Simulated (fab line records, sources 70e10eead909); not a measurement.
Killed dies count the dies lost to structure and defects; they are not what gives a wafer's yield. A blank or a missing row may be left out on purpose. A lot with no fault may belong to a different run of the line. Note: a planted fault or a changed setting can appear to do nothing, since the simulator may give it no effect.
A single fault, viewed from 2 desks ; flow nand harc ; what lay behind the numbers comes last; until then each desk has only its own

== THE DEFECT DESK ==
What the inspections along the route counted, lot by lot: means of the sampled wafers that have a number. Marked OUT: a lot whose mean sits more than 4 standard deviations from the usual mean, which makes it out of limits; the brackets give that distance.
Columns: A = raw defect count at NHARC_A_CHANNEL_HOLE_D1_INSPECT_12, usual 5.7
lot;first seen here;A
L160;day 8 15:56;5.7
L161;day 8 20:17;5.3
L162;day 9 04:17;6.7
L164;day 9 08:14;5.0
L165;day 9 08:24;8.0
L167;day 9 20:10;6.7
L169;day 10 22:05;3.3
L175;day 12 05:01;6.7
L176;day 12 14:39;3.3
L178;day 13 02:23;5.7
L180;day 13 18:08;4.7
This desk found nothing out of limits on any of the 11 lots.

== AT THE METROLOGY DESK ==
What the gauges read for every lot (on any tool): the sampled wafers with a number, averaged. Marked OUT: a lot whose mean sits more than 4 standard deviations from the usual mean, which makes it out of limits; the brackets give that distance.
Columns: A = thk nm at NHARC_A_ONON_D1_THK_MEAS_30, usual 1000 nm
lot;first seen here;A
L160;day 8 11:20;1021
L161;day 8 16:23;1009
L162;day 9 00:34;988
L164;day 9 04:26;990
L165;day 9 04:28;996
L167;day 9 16:47;987
L170;day 10 17:17;634 (-33) OUT
L169;day 10 17:21;1014
L171;day 11 06:38;649 (-32) OUT
L175;day 12 01:29;996
L176;day 12 09:52;993
L178;day 12 20:35;993
L180;day 13 14:34;994
This desk finds L170, L171 out of limits, L170 being first, at day 10 17:17 (thk nm at NHARC_A_ONON_D1_THK_MEAS_30). L160, L161, L162, L164, L165, L167, L169, L175, L176, L178, L180: within limits.

== PUT TOGETHER ==
On L170, L171, the metrology desk was in a position to raise an alarm at day 10 17:17.
Nothing the defect desk looked at was out of limits.
The defect desk has no number on record for L170, L171.
The lots listed all ran NHARC_A_ONON_D1_DEP_28 on pecvd onon-01.

== WHAT HAD BEEN PUT IN BY THE SIMULATOR ==
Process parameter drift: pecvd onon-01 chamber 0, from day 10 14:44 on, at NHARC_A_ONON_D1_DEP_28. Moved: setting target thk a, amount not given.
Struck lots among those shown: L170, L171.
Per desk, hours elapsed from the start of the fault to the first reading out of limits: for the metrology desk, 3.
